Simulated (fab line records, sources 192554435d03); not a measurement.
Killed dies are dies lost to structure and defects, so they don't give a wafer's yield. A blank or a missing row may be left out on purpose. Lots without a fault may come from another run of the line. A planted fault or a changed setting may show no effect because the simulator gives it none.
fab line records | flow n5_finfet
record lots=4 wafers=12 last_day=18
route steps=1938 shown MOL_CONTACT_COAG@620 BEOL_M0_SAQP@632 BEOL_M0@726 BEOL_M4@1111 PASSIVATION@1936
lots that met no fault: from a run of the same line without faults
start_h: hours from the record's first day to the start of the lot's first wafer shown | wait_h: hours since the lot's step before | " the same as in the row above | L1.1+2: a row that stands for several wafers | - no value, or no start given | * or withheld: withheld | < > ~ a bound
route shown NAME@n: a module of which the file shows steps, and the number in the route of the first | usual: mean/standard deviation of fault-free wafers | same: alike in all rows | chamber/n: place in a boat | sites: the reading at each site | _std_site: their standard deviation | _edge_site: outer sites' mean less inner sites' | radius_mm: how far each site lies from the wafer's centre | mask NAME#n: copy n | behind: the tool/chamber that last shaped the wafer | hold: why the lot was held/for how many hours/how that ended | device: the transistor (n, p or np) that didn't switch | end of line: the same wafers' tests at the end of the route | a step without rows: its recipe alone | killed: dies lost to structure and defects at the first sort, not the wafer's yield | map: a wafer's dies, x killed, . not, _ none there
set.NAME: the setting as run; set.NAME@STEP: as run at that earlier step | model.NAME: the simulator's own value behind a step, which no gauge read
lots at some steps of the route; a table a step, a row a wafer
services: from which hour (start_h, from the record's first day; less than 0 if before it) a tool's chamber was out of use, for how many hours, and why
## steps
# step N5_MOL_CONTACT_COAG_PRECLEAN_138
# recipe chemistry=alkaline_clean temp_c=60 time_s=60 do_ppb=50
# step N5_MOL_CONTACT_COAG_SRD_139
# recipe dry=ipa_marangoni time_s=30 temp_c=23 rinse_liquid=diw
# step N5_MOL_CONTACT_COAG_PRE_CLEAN_121
# recipe gas=H2/He time_s=* temp_c=withheld
# step N5_MOL_CONTACT_COAG_CVD_140
# recipe material=W target_thk_a=665 mode=selective_fill temp_c=300 time_s=215
# step N5_MOL_CONTACT_COAG_PRECLEAN_127
# recipe chemistry=DIW time_s=57.5 temp_c=23
# step N5_MOL_CONTACT_COAG_SRD_128
# recipe dry_time_s=32 dry=n2_spin spin_rpm=1500
# step N5_MOL_CONTACT_COAG_CMP_52
# recipe stop_on=SiO2 t_overpolish_s=1.5 post_cmp_clean=w_dilute_nh4oh down_force_psi=4 platen_rpm=50.289 pad_velocity_m_s=1.0006 target_thk_nm=66.5
# step N5_MOL_CONTACT_COAG_ANNEAL_112
# recipe temp_c=400 time_s=1800 ambient=HPD2 pressure_atm=10
# step N5_BEOL_M0_SAQP_PECVD_00
# recipe material=SiCN target_thk_a=80 temp_c=withheld precursor=3MS/NH3 pressure_torr=3 rf_w=202 time_s=14
# usual showerhead_plenum_p_Torr=3.667/0.011 throttle_valve_pct=9.2/0.68
# columns lot.wafer tool chamber start_h wait_h showerhead_plenum_p_Torr throttle_valve_pct model.SiCN_of_BEOL_M0_SAQP_PECVD_00.thk_nm
L373.1 pecvd-02 2 122.76 0.2 3.669 9.2 8
L373.2 " 1 " " 3.663 9.6 7.8
L373.4 " 1 " " 3.672 9.6 8
L383.1 pecvd-02 1 174.85 0.2 3.667 9.6 8
L383.4 " 0 " " 3.680 9.0 8.2
L383.6 " 2 " " 3.679 9.6 9
L387.2 pecvd-02 2 194.79 0.2 3.674 9.3 8.6
L387.3 " 1 " " 3.666 9.6 7.8
L387.4 " 2 " " 3.676 9.6 7.8
L396.1 pecvd-04 1 247.65 0.2 3.663 9.2 8.2
L396.4 " 2 " " 3.647 8.6 8.2
L396.6 " 1 " " 3.666 8.9 8.4
# step N5_BEOL_M0_SAQP_ILD_DEP_01
# recipe material=SiOC target_thk_a=454.19 temp_c=350 precursor=DEMS/O2 pressure_torr=5 rf_w=500 time_s=8.7
# step N5_BEOL_M0_SAQP_HM_DEP_02
# recipe material=TiN target_thk_a=120 temp_c=25 chamber_pressure_pa=0.49996
# step N5_BEOL_M0_SAQP_PECVD_03
# recipe material=SiCN target_thk_a=120 temp_c=withheld precursor=3MS/NH3 pressure_torr=3 rf_w=202 time_s=21.1
# step N5_BEOL_M0_SAQP_PECVD_96
# recipe material=a-Si target_thk_a=450 temp_c=350 precursor=SiH4/He pressure_torr=3 rf_w=100 time_s=45.2
# step N5_BEOL_M0_SAQP_PECVD_97
# recipe material=SiNx target_thk_a=230 temp_c=350 precursor=SiH4/NH3/N2 pressure_torr=1.5 rf_w=300 time_s=19.9
# step N5_BEOL_M0_SAQP_PECVD_04
# recipe material=a-Si target_thk_a=600 temp_c=350 precursor=SiH4/He pressure_torr=3 rf_w=100 time_s=60.2
# step N5_BEOL_M0_SAQP_HM_DEP_111
# recipe material=SiO2 target_thk_a=120 temp_c=400 precursor=SiH4/N2O pressure_torr=0.75 rf_w=275 time_s=7.2
# step N5_BEOL_M0_SAQP_COAT_81
# recipe resist=SOC temp_c=250 time_s=60 spin_rpm=1500 resist_thk_nm=100
# step N5_BEOL_M0_SAQP_COAT_82
# recipe resist=SiARC temp_c=220 time_s=60 spin_rpm=1500 resist_thk_nm=30
# step N5_BEOL_M0_SAQP_COAT_08
# recipe resist=CAR-ArF spin_rpm=1500 resist_thk_nm=90
# step N5_BEOL_M0_SAQP_EBR_10
# recipe solvent=PGMEA ebr_width_mm=1.5
# step N5_BEOL_M0_SAQP_SOFTBAKE_09
# recipe temp_c=110 time_s=60 resist=CAR-ArF
# step N5_BEOL_M0_SAQP_EXPOSE_11
# recipe mask_id=M0_CORE na=1.35 source_shape=dipole sigma_inner=0.538 sigma_outer=0.738 polarization=te target_cd_nm=42 dose_mj=55
# step N5_BEOL_M0_SAQP_PEB_12
# recipe peb_temp_c=withheld peb_time_s=60 resist=CAR-ArF
# step N5_BEOL_M0_SAQP_DEVELOP_13
# recipe develop_time_s=30 developer=TMAH resist=CAR-ArF dev_temp_c=23 rinse_liquid=diw dry=air_spin
# step N5_BEOL_M0_SAQP_DESCUM_19
# recipe chemistry=O2 time_s=7.9 source_power_w=50 bias_power_w=20 pressure_mtorr=20 rf_frequency_hz=2.712e+07 temp_c=40 resist=CAR-ArF o2_flow_sccm=225
# step N5_BEOL_M0_SAQP_ETCH_83
# recipe chemistry=CF4 target=SiARC target_depth_a=390 mask_material=CAR-ArF time_s=65 ion_energy_ev=80 pressure_mtorr=40 source_w=545 bias_w=36 Ar_flow_sccm=100 cf4_flow_sccm=100 ends=cleared
# step N5_BEOL_M0_SAQP_ETCH_84
# recipe chemistry=N2/H2 target=SOC target_depth_a=1000 overetch_a=200 mask_material=SiARC temp_c=40 time_s=150 ion_energy_ev=200 pressure_mtorr=30 source_w=840 bias_w=150 n2_flow_sccm=200 h2_flow_sccm=200
# step N5_BEOL_M0_SAQP_STRIP_80
# recipe chemistry=N2/H2 temp_c=40 n2_flow_sccm=200 h2_flow_sccm=200 rf_frequency_hz=6e+07
# step N5_BEOL_M0_SAQP_HM_OPEN_112
# recipe chemistry=CHF3/O2 target=SiO2 stop_on=a-Si target_depth_a=120 over_etch_frac=1.25 mask_material=SOC time_s=13.5 pressure_mtorr=30 source_w=650 bias_w=170 Ar_flow_sccm=200 CHF3_flow_sccm=50 O2_flow_sccm=5 ion_energy_ev=200 ends=end_point
# step N5_BEOL_M0_SAQP_STRIP_113
# recipe chemistry=CHF3/O2 resist=SiARC rf_frequency_hz=6e+07
# step N5_BEOL_M0_SAQP_MANDREL_ETCH_20
# recipe target_depth_a=600 chemistry=HBr/Cl2 target=a-Si stop_on=SiNx bt_time_s=10 mask_material=SOC over_etch_frac=0.5 time_s=30 pressure_mtorr=10 icp_w=800 bias_w=75 HBr_flow_sccm=150 Cl2_flow_sccm=80 ends=end_point
# step N5_BEOL_M0_SAQP_STRIP_86
# recipe chemistry=N2/H2 power_w=500 temp_c=40 pressure_mtorr=50 rf_frequency_hz=6e+07 overash_fraction=0.3 bias_power_w=28 h2_frac=0.5 n2_flow_sccm=300 h2_flow_sccm=300
# step N5_BEOL_M0_SAQP_STRIP_115
# recipe chemistry=post_etch_residue_remover time_s=60 temp_c=25 remover_ph=withheld remover_water_wt_pct=withheld remover_fluoride_wt_pct=withheld
# step N5_BEOL_M0_SAQP_SRD_93
# recipe dry=ipa_marangoni time_s=30 temp_c=23 rinse_liquid=diw
# step N5_BEOL_M0_ETCH_109
# recipe chemistry=CH3F/O2 target_depth_a=80 overetch_a=24 target=SiCN time_s=27.4 ion_energy_ev=120 pressure_mtorr=30 source_w=395 bias_w=75 Ar_flow_sccm=150 CH3F_flow_sccm=30 O2_flow_sccm=20
# usual bias_w=74.99/0.22 drypump_motor_current_A=5.7/0.42 oes_product_au=0.69/0.078 rf_vpp_V=297.1/1.6 showerhead_plenum_p_Torr=1.99/0.073 throttle_valve_pct=16.33/0.28
# columns lot.wafer tool chamber start_h wait_h bias_w drypump_motor_current_A oes_product_au rf_hours_counter_h rf_vpp_V showerhead_plenum_p_Torr throttle_valve_pct model.etch.depth_nm
L373.1 rie_diel-03 1 135.36 0.2 75.23 5.7 0.60 233 297.3 2.07 16.73 7.936
L373.2 " 0 " " 74.45 5.3 0.62 165 294.5 1.92 16.37 7.87
L373.4 " 3 " " 75.10 6.6 0.73 - 299.1 2.12 16.12 7.941
L383.1 rie_diel-06 1 183.79 0.1 74.39 5.4 0.79 14 296.9 1.94 15.79 7.974
L383.4 " 0 " " 75.01 6.5 0.67 - 295.8 1.92 16.33 8.182
L383.6 " 1 " " 74.75 5.5 0.84 - 297.2 1.94 15.78 9.057
L387.2 rie_diel-01 1 207.89 0.0 74.91 5.3 0.62 226 294.7 1.90 16.85 8.62
L387.3 " 2 " " 75.06 5.8 0.59 213 297.0 1.98 16.50 7.844
L387.4 " 3 " " 75.00 5.5 0.61 203 297.8 1.98 16.34 7.813
L396.1 rie_diel-01 3 255.80 0.0 74.97 5.5 0.62 221 296.9 1.97 16.38 8.203
L396.4 " 0 " " 74.93 5.5 0.63 203 300.2 2.07 16.41 8.185
L396.6 " 0 " " 74.93 5.5 0.63 - 298.9 2.07 16.41 8.381
# step N5_BEOL_M4_RC_MEAS_101
# usual DIBL_N=36.4/1.6 DIBL_P=36.2/1.8 IOFF_N=0.159/0.029 IOFF_P=0.21/0.034 ION_N=670/12 ION_P=459/8.2 SS_N=71.5/0.59 SS_P=73.2/0.54 VT_N=250/3.3 VT_P=-250/3.7
# columns lot.wafer tool chamber start_h wait_h DIBL_N[mV/V] DIBL_P[mV/V] IOFF_N[nA/um] IOFF_P[nA/um] ION_N[uA/um] ION_P[uA/um] SS_N[mV/dec] SS_P[mV/dec] VT_N[mV] VT_P[mV]
L373.1 prober-02 0 188.49 0.0 37.6 38.5 0.178 0.23 672 454 71.7 74.4 252 -250
L373.2 " 0 " " 35.8 37.1 0.149 0.19 657 448 70.8 73.3 249 -253
L373.4 " 0 " " 36.8 37.3 0.164 0.21 680 458 70.8 73.3 249 -252
L383.1 prober-02 0 251.63 0.0 36.9 35.8 0.177 0.19 672 449 72.2 73.8 250 -253
L383.4 " 0 " " 38.4 37.2 0.200 0.23 678 461 72.2 73.9 246 -251
L383.6 " 0 " " 36.8 35.8 0.176 0.19 683 456 72.4 73.7 249 -253
L387.2 prober-02 0 258.55 0.2 37.3 36.2 0.170 0.20 668 459 71.8 73.3 249 -250
L387.3 " 0 " " 34.6 33.0 0.116 0.16 657 451 71.1 72.5 257 -251
L387.4 " 0 " " 39.6 39.0 0.220 0.24 690 466 71.7 73.3 247 -251
L396.1 prober-02 0 335.18 0.0 34.1 35.5 0.141 0.23 670 476 71.9 73.0 250 -247
L396.4 " 0 " " 35.7 37.1 0.160 0.26 663 464 71.1 73.7 249 -245
L396.6 " 0 " " 38.0 39.3 0.218 0.31 701 481 71.8 74.1 245 -240
# step N5_PASSIVATION_PROBE_49
# usual defect_limited_yield=91.1/1.5 killed_at_M0_to_M3=33/9.9 killed_at_M4_up=14/5.2 killed_at_contacts=12/6.7 killed_at_front_end=43/13 killed_at_other=3.4/2.7 killed_dies=105/17 killed_open=69/13 killed_short=33/7.5 sort_bin_5_function=5.2/0.91 sort_bin_6_memory=3.3/0.71 sort_bin_8_speed=0.00/0.032 sort_n_pass=1075/17 sort_yield_pct=91.1/1.5
# same gross_dies=1180 killed_at_back_side=0 sort_bin_4_leakage[%]=0
# columns lot.wafer tool chamber start_h wait_h defect_limited_yield[%] killed_at_M0_to_M3 killed_at_M4_up killed_at_contacts killed_at_front_end killed_at_other killed_dies killed_open killed_short sort_bin_5_function[%] sort_bin_6_memory[%] sort_bin_8_speed[%] sort_n_pass sort_yield_pct[%]
L387.2 prober-02 - 360.28 0.1 91.1 45 9 20 29 2 105 70 32 5.3 3.1 0 1075 91.1
L387.3 prober-02 - 360.33 0.1 91.0 41 15 20 29 1 106 76 29 5.4 3.1 0 1074 91.0
# killed by level:class
L387.2 BEOL_M2:geometric_particle:open=22 MOL_CONTACT_COAG:geometric_particle:open=19 FIN_SAQP:geometric_particle:short=9 BEOL_M3:geometric_particle:open=6 BEOL_M4:geometric_particle:short=5 STI_FIN_REVEAL:geometric_particle:open=4 BEOL_M0_SAQP:geometric_particle:short=4 BEOL_M0_SAQP:geometric_particle:open=4
L387.3 MOL_CONTACT_COAG:geometric_particle:open=17 BEOL_M2:geometric_particle:open=15 BEOL_M0_SAQP:geometric_particle:open=12 BEOL_M4:geometric_particle:open=9 BEOL_M0_SAQP:geometric_particle:short=6 STI_FIN_REVEAL:geometric_particle:open=6 FIN_SAQP:geometric_particle:short=4 SDB:geometric_particle:short=4
## services
# columns tool chamber start_h hours kind
rie_diel-06 3 104.22 - clean
rie_diel-06 3 104.22 - consumable_replace:focus_ring
rie_diel-06 3 104.22 26.0 scheduled_down
rie_diel-06 3 104.22 26.0 vent_cycle
pecvd-02 - 104.86 0.8 repair
pecvd-02 1 119.52 2.1 scheduled_down
rie_diel-06 - 127.09 0.4 repair
rie_diel-03 2 127.13 - clean
rie_diel-03 2 127.13 - consumable_replace:focus_ring
rie_diel-03 2 127.13 - consumable_replace:showerhead
rie_diel-03 2 127.13 11.0 scheduled_down
rie_diel-03 2 127.13 11.0 vent_cycle
pecvd-02 - 149.95 0.2 repair
pecvd-02 - 163.60 0.6 repair
rie_diel-03 2 177.94 5.5 repair
pecvd-02 - 181.91 2.8 pm
rie_diel-06 0 200.50 16.6 repair
pecvd-02 2 202.38 - clean
pecvd-02 2 202.38 - consumable_replace:showerhead
pecvd-02 2 202.38 29.0 scheduled_down
pecvd-02 2 202.38 29.0 vent_cycle
rie_diel-03 - 205.84 0.2 repair
rie_diel-03 2 220.89 7.3 repair
rie_diel-06 2 254.76 7.2 repair
## key
first_sign none at tools or gauges
model_effect step=N5_BEOL_M0_SAQP_PECVD_00 value=SiCN_of_BEOL_M0_SAQP_PECVD_00.thk_nm without=7.9 struck=8.8
model_effect step=N5_BEOL_M0_ETCH_109 value=etch.depth_nm without=7.894 struck=8.838
met_at N5_BEOL_M0_SAQP_PECVD_00
struck_wafers L383.6,L387.2
onset_between 122.76 174.85
fault kind=process_parameter_drift tool=pecvd-02 chamber=- onset_h=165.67 steps=N5_BEOL_M0_SAQP_PECVD_00 channel=time_s offset=* shape=step end_h=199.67 scope=struck_wafers_only acts_in=* stated=*
